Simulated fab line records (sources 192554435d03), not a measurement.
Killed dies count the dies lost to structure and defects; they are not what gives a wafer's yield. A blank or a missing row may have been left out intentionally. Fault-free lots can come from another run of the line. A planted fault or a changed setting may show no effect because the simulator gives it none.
fab line records | flow n5_finfet
record: lots: 7 | wafers: 21
route steps=1938 shown BEOL_M13@1685 BEOL_M15@1820 MIM_BOT_LITHO@1858 MIM_BOT_ETCH@1866 TV_OPEN@1890
start_h: hours from the record's opening day to when the first of the lot's shown wafers began | wait_h: time in hours since the lot's previous step | " repeats the value in the row above | L1.1+2: a single row standing in for several wafers | - no value, or no start was given | * or withheld: withheld | < > ~ a bound
route shown NAME@n: names a module that has steps shown in the file, with the first one's number in the route | usual: mean and standard deviation over wafers with no fault | same: alike in all rows | chamber/n: place in a boat | sites: each site's reading | _std_site: how widely they spread, as a standard deviation | _edge_site: inner sites' mean taken away from outer sites' mean | radius_mm: for every site, how far away it sits from the centre of the wafer | mask NAME#n: copy n | behind: the most recent tool/chamber to have shaped the wafer | hold: what put the lot on hold/how long, in hours/how the hold closed | device: names the non-switching transistor (n, p or np) | end of line: tests of these same wafers at the route's end | where a step has no rows: the recipe by itself | killed: at the first sort, the dies lost to defects and structure; wafer yield is something else | map: a wafer's dies, x killed, . not, _ none there
set.NAME: the setting as run; set.NAME@STEP: as run at that earlier step | model.NAME: the simulator's own value behind a step, which no gauge read
one table per step and one row per wafer, for lots whose settings were changed on purpose
== steps ==
step: N5_BEOL_M13_EXPOSE_25
recipe: mask_id: M13 | na: 0.93 | source_shape: conventional | sigma_outer: 0.4 | polarization: unpolarized | target_cd_nm: 210 | dose_mj: 22
lot.wafer  | tool           | chamber | start_h | wait_h | mask  | set.dose_mj
L078.1+3+4 | krf_scanner-01 | 0       | 280.24  | -      | M13#0 | 22
L081.3+4+6 | krf_scanner-02 | 0       | 294.17  | -      | M13#0 | 22
L083.2+4   | krf_scanner-02 | 0       | 309.66  | -      | M13#0 | 23.39
L083.3     | "              | 0       | "       | "      | M13#0 | 22
L084.1+4   | krf_scanner-01 | 0       | 313.64  | -      | M13#0 | 21.45
L084.5     | "              | 0       | "       | "      | M13#0 | 22
L085.2+4+5 | krf_scanner-02 | 0       | 327.64  | -      | M13#0 | 22
L095.1+4+6 | krf_scanner-02 | 0       | 371.10  | -      | M13#0 | 22
L097.1     | krf_scanner-02 | 0       | 375.59  | -      | M13#0 | 22
L097.2+4   | "              | 0       | "       | "      | M13#0 | 21.45
step: N5_BEOL_M13_PEB_26
recipe: peb_temp_c: 130 | peb_time_s: 90
step: N5_BEOL_M13_DEVELOP_27
recipe: develop_time_s: 45 | rinse_liquid: diw | dry: air_spin | dev_temp_c: 21
step: N5_BEOL_M13_HARDBAKE_32
recipe: temp_c: 130 | time_s: 120
step: N5_BEOL_M13_CD_MEAS_28
recipe: target_cd_nm: 209.5 | landing_energy_ev: 500 | detector: se_inlens
usual: cd_nm: 209.9/1.2
lot.wafer | tool      | chamber | start_h | wait_h | set.dose_mj@BEOL_M13_EXPOSE_25 | cd_nm
L078.1    | cd_sem-02 | 0       | 280.41  | -      | 22                             | 211.2
L078.3    | "         | 0       | "       | "      | 22                             | 208.1
L078.4    | "         | 0       | "       | "      | 22                             | 210.7
L081.3    | cd_sem-01 | 0       | 294.33  | -      | 22                             | 209.5
L081.4    | "         | 0       | "       | "      | 22                             | 209.3
L081.6    | "         | 0       | "       | "      | 22                             | 209.4
L083.2    | cd_sem-03 | 0       | 309.83  | -      | 23.39                          | 218.5
L083.3    | "         | 0       | "       | "      | 22                             | 209.5
L083.4    | "         | 0       | "       | "      | 23.39                          | 216.1
L084.1    | cd_sem-01 | 0       | 313.82  | -      | 21.45                          | 209.8
L084.4    | "         | 0       | "       | "      | 21.45                          | 210.0
L084.5    | "         | 0       | "       | "      | 22                             | 211.9
L085.2    | cd_sem-02 | 0       | 327.80  | -      | 22                             | 210.4
L085.4    | "         | 0       | "       | "      | 22                             | 209.3
L085.5    | "         | 0       | "       | "      | 22                             | 211.3
L095.1    | cd_sem-01 | 0       | 371.27  | -      | 22                             | 209.9
L095.4    | "         | 0       | "       | "      | 22                             | 208.7
L095.6    | "         | 0       | "       | "      | 22                             | 208.4
L097.1    | cd_sem-01 | 0       | 375.76  | -      | 22                             | 208.7
L097.2    | "         | 0       | "       | "      | 21.45                          | 204.6
L097.4    | "         | 0       | "       | "      | 21.45                          | 205.1
step: N5_BEOL_M13_DESCUM_33
recipe: chemistry: O2 | time_s: 7.9 | source_power_w: 50 | bias_power_w: 20 | pressure_mtorr: 20 | rf_frequency_hz: 2.712e+07 | temp_c: 40 | o2_flow_sccm: 225
lot.wafer | tool        | chamber | start_h | wait_h | set.dose_mj@BEOL_M13_EXPOSE_25 | model.BEOL_M13.cd_nm
L078.1    | rie_diel-02 | 0       | 280.80  | 0.0    | 22                             | 211.4
L078.3    | "           | 2       | "       | "      | 22                             | 208.4
L078.4    | "           | 3       | "       | "      | 22                             | 210.6
L081.3    | rie_diel-02 | 2       | 294.57  | 0.2    | 22                             | 209.2
L081.4    | "           | 3       | "       | "      | 22                             | 209
L081.6    | "           | 3       | "       | "      | 22                             | 209.4
L083.2    | rie_diel-06 | 3       | 310.02  | 0.1    | 23.39                          | 218.4
L083.3    | "           | 2       | "       | "      | 22                             | 209.6
L083.4    | "           | 0       | "       | "      | 23.39                          | 216
L084.1    | rie_diel-01 | 3       | 313.91  | 0.0    | 21.45                          | 209.8
L084.4    | "           | 0       | "       | "      | 21.45                          | 210.4
L084.5    | "           | 3       | "       | "      | 22                             | 211.8
L085.2    | rie_diel-06 | 2       | 328.22  | 0.4    | 22                             | 210.2
L085.4    | "           | 1       | "       | "      | 22                             | 209.6
L085.5    | "           | 3       | "       | "      | 22                             | 211
L095.1    | rie_diel-02 | 1       | 371.43  | 0.1    | 22                             | 210.4
L095.4    | "           | 2       | "       | "      | 22                             | 208.8
L095.6    | "           | 0       | "       | "      | 22                             | 208.4
L097.1    | rie_diel-01 | 2       | 375.85  | 0.0    | 22                             | -
L097.2    | "           | 1       | "       | "      | 21.45                          | 204.4
L097.4    | "           | 0       | "       | "      | 21.45                          | 205.2
step: N5_BEOL_M13_TRENCH_ETCH_34
recipe: chemistry: C4F8/O2/Ar | target: SiOC | target_depth_a: 4134.7 | mask_material: SOC | pressure_mtorr: 30 | source_w: 3000 | bias_w: 700 | Ar_flow_sccm: 400 | C4F8_flow_sccm: 15 | O2_flow_sccm: 8 | he_inner_torr: 15 | he_outer_torr: 30 | time_s: 162.6 | ion_energy_ev: 250
lot.wafer | tool        | chamber | start_h | wait_h | set.time_s | model.etch.depth_nm
L078.1    | rie_diel-02 | 0       | 281.20  | 0.0    | 175.2      | 450.7
L078.3    | "           | 2       | "       | "      | 162.6      | 407.9
L078.4    | "           | 3       | "       | "      | 162.6      | 423.5
L081.3    | rie_diel-02 | 2       | 294.97  | 0.0    | 162.6      | 403
L081.4    | "           | 3       | "       | "      | 162.6      | 419.1
L081.6    | "           | 3       | "       | "      | 162.6      | 421.4
L083.2    | rie_diel-06 | 3       | 310.42  | 0.0    | 150.1      | 378.6
L083.3    | "           | 2       | "       | "      | 162.6      | 416.2
L083.4    | "           | 0       | "       | "      | 162.6      | 421.1
L084.1    | rie_diel-01 | 3       | 314.31  | 0.0    | 162.6      | 410
L084.4    | "           | 0       | "       | "      | 173.6      | 452.9
L084.5    | "           | 3       | "       | "      | 162.6      | 405.5
L085.2    | rie_diel-06 | 2       | 328.62  | 0.0    | 162.6      | 408.5
L085.4    | "           | 1       | "       | "      | 162.6      | 401.2
L085.5    | "           | 3       | "       | "      | 131.5      | 326.9
L095.1    | rie_diel-02 | 1       | 371.83  | 0.0    | 162.6      | 415.8
L095.4    | "           | 2       | "       | "      | 195.7      | 483
L095.6    | "           | 0       | "       | "      | 162.6      | 413.5
L097.1    | rie_diel-01 | 2       | 376.25  | 0.0    | 186.5      | 463
L097.2    | "           | 1       | "       | "      | 162.6      | 407.7
L097.4    | "           | 0       | "       | "      | 162.6      | 423.4
step: N5_BEOL_M13_STRIP_70
recipe: chemistry: C4F8/O2/Ar | resist: SiARC | rf_frequency_hz: 6e+07
step: N5_BEOL_M13_OCD_MEAS_35
usual: trench_depth_nm: 413/7.2
lot.wafer | tool   | chamber | start_h | wait_h | set.time_s@BEOL_M13_TRENCH_ETCH_34 | trench_depth_nm
L078.1    | ocd-01 | -       | 281.38  | 0.0    | 175.2                              | 451
L078.3    | "      | -       | "       | "      | 162.6                              | 408
L078.4    | "      | -       | "       | "      | 162.6                              | 423
L081.3    | ocd-01 | -       | 295.15  | 0.0    | 162.6                              | 403
L081.4    | "      | -       | "       | "      | 162.6                              | 419
L081.6    | "      | -       | "       | "      | 162.6                              | 421
L083.2    | ocd-01 | -       | 310.60  | 0.0    | 150.1                              | 379
L083.3    | "      | -       | "       | "      | 162.6                              | 417
L083.4    | "      | -       | "       | "      | 162.6                              | 421
L084.1    | ocd-01 | -       | 314.49  | 0.0    | 162.6                              | 410
L084.4    | "      | -       | "       | "      | 173.6                              | 453
L084.5    | "      | -       | "       | "      | 162.6                              | 406
L085.2    | ocd-02 | -       | 328.80  | 0.0    | 162.6                              | 409
L085.4    | "      | -       | "       | "      | 162.6                              | 401
L085.5    | "      | -       | "       | "      | 131.5                              | 328
L095.1    | ocd-02 | -       | 372.01  | 0.0    | 162.6                              | 416
L095.4    | "      | -       | "       | "      | 195.7                              | 483
L095.6    | "      | -       | "       | "      | 162.6                              | 414
L097.1    | ocd-01 | -       | 376.42  | 0.0    | 186.5                              | 463
L097.2    | "      | -       | "       | "      | 162.6                              | 407
L097.4    | "      | -       | "       | "      | 162.6                              | 424
step: N5_BEOL_M13_STRIP_37
recipe: chemistry: N2/H2 | power_w: 1000 | temp_c: 250 | h2_frac: 0.65 | overash_fraction: 0.3 | pressure_mtorr: withheld | n2_flow_sccm: 1750 | h2_flow_sccm: 3250
step: N5_BEOL_M13_ETCH_38
recipe: chemistry: CF4/N2 | target: SiCN | target_depth_a: 675 | taper_deg: 2 | time_s: 71.9 | ion_energy_ev: 150 | mask_material: SiO2 | pressure_mtorr: 40 | source_w: 430 | bias_w: 70 | Ar_flow_sccm: 100 | cf4_flow_sccm: 60 | n2_flow_sccm: 60
step: N5_BEOL_M13_ECD_47
recipe: material: Cu | target_thk_a: 9360
step: N5_BEOL_M13_ANNEAL_48
recipe: temp_c: 225 | time_s: 90 | ambient: N2
step: N5_BEOL_M13_CMP_49
recipe: stop_on: SiOC | t_overpolish_s: 17.1 | down_force_psi: 1 | platen_rpm: 50 | clearing_platen_down_force_psi: 1.5 | clearing_platen_rpm: 50 | post_cmp_clean: cu_alkaline | target_thk_nm: 420 | clearing_platen_pad_velocity_m_s: 0.99484 | pad_velocity_m_s: 0.99484
lot.wafer | tool   | chamber | start_h | wait_h | set.time_s@BEOL_M13_TRENCH_ETCH_34 | model.Cu_of_BEOL_M13_ECD_47.thk_nm
L078.3    | cmp-01 | 2       | 284.51  | 0.2    | 162.6                              | 414
L078.4    | "      | 3       | "       | "      | 162.6                              | 429.4
L078.1    | "      | 1       | "       | "      | 175.2                              | 455.2
L081.3    | cmp-03 | 2       | 297.06  | 0.7    | 162.6                              | 410.6
L081.4    | "      | 0       | "       | "      | 162.6                              | 427
L081.6    | "      | 2       | "       | "      | 162.6                              | 429
L083.3    | cmp-01 | 3       | 312.20  | 0.2    | 162.6                              | 421.2
L083.4    | "      | 0       | "       | "      | 162.6                              | 427.6
L083.2    | "      | 2       | "       | "      | 150.1                              | 383.6
L084.4    | cmp-01 | 1       | 316.73  | 0.2    | 173.6                              | 459.2
L084.1    | "      | 3       | "       | "      | 162.6                              | 416.4
L084.5    | "      | 0       | "       | "      | 162.6                              | 411.8
L085.2    | cmp-02 | 2       | 332.23  | 0.2    | 162.6                              | 412.6
L085.4    | "      | 3       | "       | "      | 162.6                              | 407.4
L085.5    | "      | 3       | "       | "      | 131.5                              | 333.8
L095.1    | cmp-02 | 1       | 379.01  | 0.4    | 162.6                              | 421
L095.4    | "      | 3       | "       | "      | 195.7                              | 488.2
L095.6    | "      | 0       | "       | "      | 162.6                              | 418
L097.2    | cmp-03 | 2       | 381.68  | 0.2    | 162.6                              | 414.8
L097.1    | "      | 3       | "       | "      | 186.5                              | 468.6
L097.4    | "      | 1       | "       | "      | 162.6                              | 430.2
step: N5_BEOL_M13_THK_MEAS_50
recipe: thk_meas_gauge: xrf | reads: Cu_of_BEOL_M13_ECD_47
usual: M13_THK: 428/8
lot.wafer | tool          | chamber | start_h | wait_h | set.time_s@BEOL_M13_TRENCH_ETCH_34 | M13_THK[nm]
L078.1    | film_metro-01 | -       | 284.81  | -      | 175.2                              | 465
L078.3    | "             | -       | "       | "      | 162.6                              | 423
L078.4    | "             | -       | "       | "      | 162.6                              | 439
L081.3    | film_metro-01 | -       | 297.32  | -      | 162.6                              | 421
L081.4    | "             | -       | "       | "      | 162.6                              | 439
L081.6    | "             | -       | "       | "      | 162.6                              | 442
L083.2    | film_metro-01 | -       | 312.49  | -      | 150.1                              | 389
L083.3    | "             | -       | "       | "      | 162.6                              | 427
L083.4    | "             | -       | "       | "      | 162.6                              | 433
L084.1    | film_metro-02 | -       | 316.99  | -      | 162.6                              | 428
L084.4    | "             | -       | "       | "      | 173.6                              | 473
L084.5    | "             | -       | "       | "      | 162.6                              | 424
L085.2    | film_metro-01 | -       | 332.53  | -      | 162.6                              | 424
L085.4    | "             | -       | "       | "      | 162.6                              | 418
L085.5    | "             | -       | "       | "      | 131.5                              | 342
L095.1    | film_metro-01 | -       | 379.26  | -      | 162.6                              | 431
L095.4    | "             | -       | "       | "      | 195.7                              | 500
L095.6    | "             | -       | "       | "      | 162.6                              | 427
L097.1    | film_metro-01 | -       | 381.97  | -      | 186.5                              | 477
L097.2    | "             | -       | "       | "      | 162.6                              | 425
L097.4    | "             | -       | "       | "      | 162.6                              | 439
step: N5_BEOL_M13_PRE_CLEAN_52
recipe: gas: NH3 | time_s: 15 | temp_c: withheld | rf_power_w: 300
step: N5_BEOL_M13_DEP_53
recipe: material: SiCN | target_thk_a: 500 | temp_c: withheld | precursor: 3MS/NH3 | pressure_torr: 3 | rf_w: 675 | time_s: 17.8
step: N5_BEOL_M13_RS_MEAS_54
recipe: thk_meas_gauge: four-point-probe | reads: Cu_of_BEOL_M13_ECD_47+Ta_of_BEOL_M13_SPUTTER_44+TaN_of_BEOL_M13_SPUTTER_43
usual: M13_RS: 0.0450/0.00081
lot.wafer | tool          | chamber | start_h | wait_h | set.time_s@BEOL_M13_TRENCH_ETCH_34 | M13_RS[ohm/sq]
L078.1    | film_metro-02 | -       | 284.93  | 0.0    | 175.2                              | 0.0413
L078.3    | "             | -       | "       | "      | 162.6                              | 0.0456
L078.4    | "             | -       | "       | "      | 162.6                              | 0.0439
L081.3    | film_metro-01 | -       | 297.45  | 0.1    | 162.6                              | 0.0461
L081.4    | "             | -       | "       | "      | 162.6                              | 0.0442
L081.6    | "             | -       | "       | "      | 162.6                              | 0.0440
L083.2    | film_metro-01 | -       | 312.65  | 0.1    | 150.1                              | 0.0493
L083.3    | "             | -       | "       | "      | 162.6                              | 0.0448
L083.4    | "             | -       | "       | "      | 162.6                              | 0.0441
L084.1    | film_metro-01 | -       | 317.12  | 0.0    | 162.6                              | 0.0453
L084.4    | "             | -       | "       | "      | 173.6                              | 0.0410
L084.5    | "             | -       | "       | "      | 162.6                              | 0.0458
L085.2    | film_metro-01 | -       | 332.66  | 0.1    | 162.6                              | 0.0456
L085.4    | "             | -       | "       | "      | 162.6                              | 0.0463
L085.5    | "             | -       | "       | "      | 131.5                              | 0.0570
L095.1    | film_metro-02 | -       | 379.39  | 0.0    | 162.6                              | 0.0449
L095.4    | "             | -       | "       | "      | 195.7                              | 0.0384
L095.6    | "             | -       | "       | "      | 162.6                              | 0.0452
L097.1    | film_metro-02 | -       | 382.13  | 0.1    | 186.5                              | 0.0400
L097.2    | "             | -       | "       | "      | 162.6                              | 0.0456
L097.4    | "             | -       | "       | "      | 162.6                              | 0.0439
step: N5_BEOL_M15_SPUTTER_44
recipe: material: Ta | target_thk_a: 150 | temp_c: 50 | bias_v: 80 | power_w: 15000 | chamber_pressure_pa: 0.07 | time_s: 24.19
lot.wafer | tool           | chamber | start_h | wait_h | set.time_s | model.Ta_of_BEOL_M15_SPUTTER_44.thk_nm
L078.1    | pvd_sputter-01 | -       | 295.68  | 0.0    | 21.64      | 13.6
L078.3    | "              | -       | "       | "      | 24.19      | 15
L078.4    | "              | -       | "       | "      | 21.64      | 13.2
L081.3+6  | pvd_sputter-03 | -       | 310.10  | 0.0    | 24.19      | 15.2
L081.4    | "              | -       | "       | "      | 24.19      | 15
L083.2+4  | pvd_sputter-01 | -       | 328.46  | 0.0    | 24.19      | 14.8
L083.3    | "              | -       | "       | "      | 27.38      | 17
L084.1    | pvd_sputter-03 | -       | 328.50  | 0.0    | 24.19      | 14.6
L084.4    | "              | -       | "       | "      | 24.19      | 15
L084.5    | "              | -       | "       | "      | 24.19      | 14.8
L085.2+5  | pvd_sputter-01 | -       | 341.10  | 0.0    | 24.19      | 15.2
L085.4    | "              | -       | "       | "      | 24.19      | 14.8
L095.1    | pvd_sputter-03 | -       | 394.39  | 0.0    | 24.19      | 15.2
L095.4    | "              | -       | "       | "      | 22.18      | 13.8
L095.6    | "              | -       | "       | "      | 22.18      | 14
L097.1    | pvd_sputter-01 | -       | 396.62  | 0.0    | 24.19      | 14.8
L097.2    | "              | -       | "       | "      | 26.91      | 16.8
L097.4    | "              | -       | "       | "      | 26.91      | 16.2
step: N5_MIM_BOT_LITHO_EXPOSE_05
recipe: mask_id: MIM_BOT | na: 0.55 | source_shape: conventional | sigma_outer: 0.8 | polarization: unpolarized | dose_mj: 24.25
lot.wafer  | tool           | chamber | start_h | wait_h | mask      | set.dose_mj
L078.1+3+4 | krf_scanner-01 | 0       | 302.62  | -      | MIM_BOT#0 | 24.25
L081.3+4+6 | krf_scanner-01 | 0       | 316.90  | -      | MIM_BOT#0 | 24.25
L083.2+3+4 | krf_scanner-01 | 0       | 336.85  | -      | MIM_BOT#0 | 24.25
L084.1+4   | krf_scanner-01 | 0       | 337.31  | -      | MIM_BOT#0 | 24.25
L084.5     | "              | 0       | "       | "      | MIM_BOT#0 | 22.9
L085.2+4+5 | krf_scanner-01 | 0       | 346.19  | -      | MIM_BOT#0 | 24.25
L095.1+6   | krf_scanner-02 | 0       | 400.89  | -      | MIM_BOT#0 | 24.25
L095.4     | "              | 0       | "       | "      | MIM_BOT#0 | 23.78
L097.1+4   | krf_scanner-02 | 0       | 404.36  | -      | MIM_BOT#0 | 24.25
L097.2     | "              | 0       | "       | "      | MIM_BOT#0 | 26.01
step: N5_MIM_BOT_LITHO_PEB_06
recipe: peb_temp_c: withheld | peb_time_s: *
step: N5_MIM_BOT_LITHO_DEVELOP_07
recipe: develop_time_s: 60 | rinse_liquid: diw | dry: air_spin | dev_temp_c: 21
step: N5_MIM_BOT_LITHO_HARDBAKE_09
recipe: temp_c: 130 | time_s: 120
step: N5_MIM_BOT_LITHO_CD_MEAS_08
recipe: target_cd_nm: 3000 | landing_energy_ev: 500 | detector: se_inlens | polarity: opening
usual: cd_nm: 3000.5/1.8
lot.wafer | tool      | chamber | start_h | wait_h | set.dose_mj@MIM_BOT_LITHO_EXPOSE_05 | cd_nm
L078.1    | cd_sem-03 | 0       | 302.80  | -      | 24.25                               | 3001.0
L078.3    | "         | 0       | "       | "      | 24.25                               | 3002.2
L078.4    | "         | 0       | "       | "      | 24.25                               | 3001.0
L081.3    | cd_sem-03 | 0       | 317.06  | -      | 24.25                               | 2996.9
L081.4    | "         | 0       | "       | "      | 24.25                               | 3001.8
L081.6    | "         | 0       | "       | "      | 24.25                               | 2999.9
L083.2    | cd_sem-03 | 0       | 337.02  | -      | 24.25                               | 2997.8
L083.3    | "         | 0       | "       | "      | 24.25                               | 2999.0
L083.4    | "         | 0       | "       | "      | 24.25                               | 2998.6
L084.1    | cd_sem-01 | 0       | 337.49  | -      | 24.25                               | 3002.2
L084.4    | "         | 0       | "       | "      | 24.25                               | 3000.7
L084.5    | "         | 0       | "       | "      | 22.9                                | 2987.3
L085.2    | cd_sem-02 | 0       | 346.36  | -      | 24.25                               | 3002.7
L085.4    | "         | 0       | "       | "      | 24.25                               | 3002.1
L085.5    | "         | 0       | "       | "      | 24.25                               | 2999.8
L095.1    | cd_sem-02 | 0       | 401.07  | -      | 24.25                               | 2999.2
L095.4    | "         | 0       | "       | "      | 23.78                               | 2997.1
L095.6    | "         | 0       | "       | "      | 24.25                               | 3001.2
L097.1    | cd_sem-02 | 0       | 404.54  | -      | 24.25                               | 2999.6
L097.2    | "         | 0       | "       | "      | 26.01                               | 3011.9
L097.4    | "         | 0       | "       | "      | 24.25                               | 2997.3
step: N5_MIM_BOT_ETCH_ETCH_04
recipe: chemistry: CF4/O2 | target: SiNx | target_depth_a: 260 | time_s: 13 | ion_energy_ev: 100 | pressure_mtorr: 40 | source_w: 535 | bias_w: 49 | Ar_flow_sccm: 100 | cf4_flow_sccm: 100 | O2_flow_sccm: 10
usual: rf_vpp_V: 240/4.9
lot.wafer | tool        | chamber | start_h | wait_h | set.source_w | rf_vpp_V | model.etch.depth_nm
L078.1    | rie_diel-05 | 3       | 302.95  | 0.0    | 535          | 235      | 25.7
L078.3    | "           | 1       | "       | "      | 442.2        | 259      | 22.22
L078.4    | "           | 2       | "       | "      | 442.2        | 274      | 22.3
L081.3    | rie_diel-05 | 0       | 317.22  | 0.0    | 535          | 237      | 25.42
L081.4    | "           | 1       | "       | "      | 535          | 235      | 26.35
L081.6    | "           | 0       | "       | "      | 535          | 237      | 25.48
L083.2    | rie_diel-03 | 0       | 337.65  | 0.0    | 499.4        | 248      | 24.69
L083.3    | "           | 3       | "       | "      | 535          | 242      | 25.05
L083.4    | "           | 2       | "       | "      | 535          | 245      | 26.09
L084.1    | rie_diel-03 | 1       | 337.90  | 0.0    | 535          | 232      | 26.14
L084.4    | "           | 3       | "       | "      | 622          | 222      | 28.42
L084.5    | "           | 1       | "       | "      | 622          | 217      | 30.19
L085.2    | rie_diel-04 | 2       | 346.51  | 0.0    | 573.7        | 237      | 27.8
L085.4    | "           | 1       | "       | "      | 573.7        | 235      | 28.18
L085.5    | "           | 2       | "       | "      | 535          | 247      | 26.25
L095.1    | rie_diel-04 | 0       | 401.22  | 0.0    | 535          | 243      | 25.74
L095.4    | "           | 1       | "       | "      | 535          | 243      | 26.88
L095.6    | "           | 0       | "       | "      | 620.8        | 223      | 29.52
L097.1    | rie_diel-04 | 0       | 404.69  | 0.0    | 535          | 242      | 25.94
L097.2    | "           | 2       | "       | "      | 496.7        | 258      | 24.43
L097.4    | "           | 1       | "       | "      | 535          | 243      | 27.04
step: N5_PASSIVATION_ETCH_15
recipe: chemistry: CF4/N2 | target: SiCN | target_depth_a: 750 | taper_deg: 2 | time_s: 81.2 | ion_energy_ev: 150 | mask_material: SiNx | pressure_mtorr: 40 | source_w: 430 | bias_w: 70 | Ar_flow_sccm: 100 | cf4_flow_sccm: 60 | n2_flow_sccm: 60
usual: rf_vpp_V: 381.6/1.5
lot.wafer | tool        | chamber | start_h | wait_h | set.bias_w | rf_vpp_V
L078.1    | rie_diel-01 | 0       | -       | -      | 70         | 381.2
L078.3    | "           | 2       | "       | "      | 70         | 383.6
L078.4    | "           | 3       | "       | "      | 70         | 380.4
L081.3    | rie_diel-02 | 3       | -       | -      | 70         | 382.6
L081.4    | "           | 0       | "       | "      | 70         | 381.6
L081.6    | "           | 2       | "       | "      | 70         | 383.9
L083.2    | rie_diel-02 | 3       | -       | -      | 65.5       | 367.2
L083.3    | "           | 1       | "       | "      | 65.5       | 363.7
L083.4    | "           | 1       | "       | "      | 70         | 381.5
L084.1    | rie_diel-02 | 3       | -       | -      | 70         | 382.7
L084.4    | "           | 3       | "       | "      | 81.89      | 420.9
L084.5    | "           | 1       | "       | "      | 81.89      | 420.7
L085.2    | rie_diel-06 | 1       | -       | -      | 70         | 382.1
L085.4    | "           | 3       | "       | "      | 70         | 384.2
L085.5    | "           | 1       | "       | "      | 70         | 381.2
L097.1    | rie_diel-06 | 0       | -       | -      | 82.3       | 422.0
L097.2    | "           | 1       | "       | "      | 70         | 382.9
L097.4    | "           | 3       | "       | "      | 82.3       | 424.0
L095.1    | rie_diel-01 | 1       | -       | -      | 70         | 380.3
L095.4    | "           | 0       | "       | "      | 70         | 379.5
L095.6    | "           | 2       | "       | "      | 70         | 381.5
== key ==
split: step: N5_BEOL_M13_EXPOSE_25 | setting: dose_mj | stated: 22 | by: wafer
response: step: N5_BEOL_M13_CD_MEAS_28 | reading: cd_nm | change: +1.22 | per: 1% | r: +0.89
response: step: N5_BEOL_M13_DESCUM_33 | reading: model.BEOL_M13.cd_nm | change: +1.13 | per: 1% | r: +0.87
split: step: N5_BEOL_M13_TRENCH_ETCH_34 | setting: time_s | stated: 162.6 | by: wafer
response: step: N5_BEOL_M13_TRENCH_ETCH_34 | reading: model.etch.depth_nm | change: +3.84 | per: 1% | r: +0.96
response: step: N5_BEOL_M13_OCD_MEAS_35 | reading: trench_depth_nm | change: +3.82 | per: 1% | r: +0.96
response: step: N5_BEOL_M13_CMP_49 | reading: model.Cu_of_BEOL_M13_ECD_47.thk_nm | change: +3.8 | per: 1% | r: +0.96
response: step: N5_BEOL_M13_THK_MEAS_50 | reading: M13_THK | change: +3.88 | per: 1% | r: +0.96
response: step: N5_BEOL_M13_RS_MEAS_54 | reading: M13_RS | change: -0.000438 | per: 1% | r: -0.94
split: step: N5_BEOL_M15_SPUTTER_44 | setting: time_s | stated: 24.19 | by: wafer
response: step: N5_BEOL_M15_SPUTTER_44 | reading: model.Ta_of_BEOL_M15_SPUTTER_44.thk_nm | change: +0.158 | per: 1% | r: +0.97
split: step: N5_MIM_BOT_LITHO_EXPOSE_05 | setting: dose_mj | stated: 24.25 | by: wafer
response: step: N5_MIM_BOT_LITHO_CD_MEAS_08 | reading: cd_nm | change: +2.08 | per: 1% | r: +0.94
split: step: N5_MIM_BOT_ETCH_ETCH_04 | setting: source_w | stated: 535 | by: wafer
response: step: N5_MIM_BOT_ETCH_ETCH_04 | reading: rf_vpp_V | change: -1.33 | per: 1% | r: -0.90
response: step: N5_MIM_BOT_ETCH_ETCH_04 | reading: model.etch.depth_nm | change: +0.202 | per: 1% | r: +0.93
split: step: N5_PASSIVATION_ETCH_15 | setting: bias_w | stated: 70 | by: wafer
response: step: N5_PASSIVATION_ETCH_15 | reading: rf_vpp_V | change: +2.28 | per: 1% | r: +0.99
